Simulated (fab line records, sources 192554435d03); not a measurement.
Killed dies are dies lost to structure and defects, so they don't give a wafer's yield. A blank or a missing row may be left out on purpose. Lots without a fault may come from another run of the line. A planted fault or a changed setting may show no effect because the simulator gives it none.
Which tool did it? | flow n5_finfet | 12 lots, 36 wafers sampled, at 1 step of a route of 1938

WHAT THE GAUGES READ, wafer by wafer
N5_BEOL_M4_CD_MEAS_11: target cd 16.79 nm.
lot  | measured     | on        | cd_nm (nm)
L075 | day 8 15:46  | cd_sem-03 | 17.03 16.94 16.70
L077 | day 9 06:23  | cd_sem-01 | 16.83 16.97 17.15
L079 | day 9 10:25  | cd_sem-01 | 17.01 17.07 17.13
L081 | day 10 07:22 | cd_sem-02 | 16.82 16.55 16.57
L085 | day 10 15:59 | cd_sem-01 | 16.58 16.41 16.76
L084 | day 11 03:07 | cd_sem-03 | 16.63 16.89 16.94
L086 | day 11 13:29 | cd_sem-02 | 17.09 16.86 16.56
L088 | day 11 23:14 | cd_sem-03 | 16.94 17.13 16.98
L091 | day 12 06:56 | cd_sem-02 | 16.43 17.24 16.71
L094 | day 13 08:05 | cd_sem-01 | 16.97 16.43 17.11
L095 | day 13 22:58 | cd_sem-01 | 17.10 16.60 17.12
L097 | day 14 09:56 | cd_sem-01 | 16.64 16.82 16.69

WHICH TOOL RAN EACH LOT (tool, then ch and the chambers of the sampled wafers, then the start)
The record holds no process step before these readings.

THE ANSWER, worked out from the rows above alone
Rule: what is usual is taken from the lots themselves. Put in order of their means at a reading, lots are off if they are a third of the lots or fewer, leave a main group of 4 or more, and stand apart from it by a gap of 3 or more times the standard deviation of the main group's means; of several such gaps the widest counts. A main group whose means are all the same, to the digits that the tables above print for the reading, isn't used. A lot without any number at a reading at which 4 lots or more have one is off too. The other lots that the step has rows for count as sound.
No lot is off at any reading shown: from this, nothing can be told.

WHAT THE SIMULATOR HAD PUT IN
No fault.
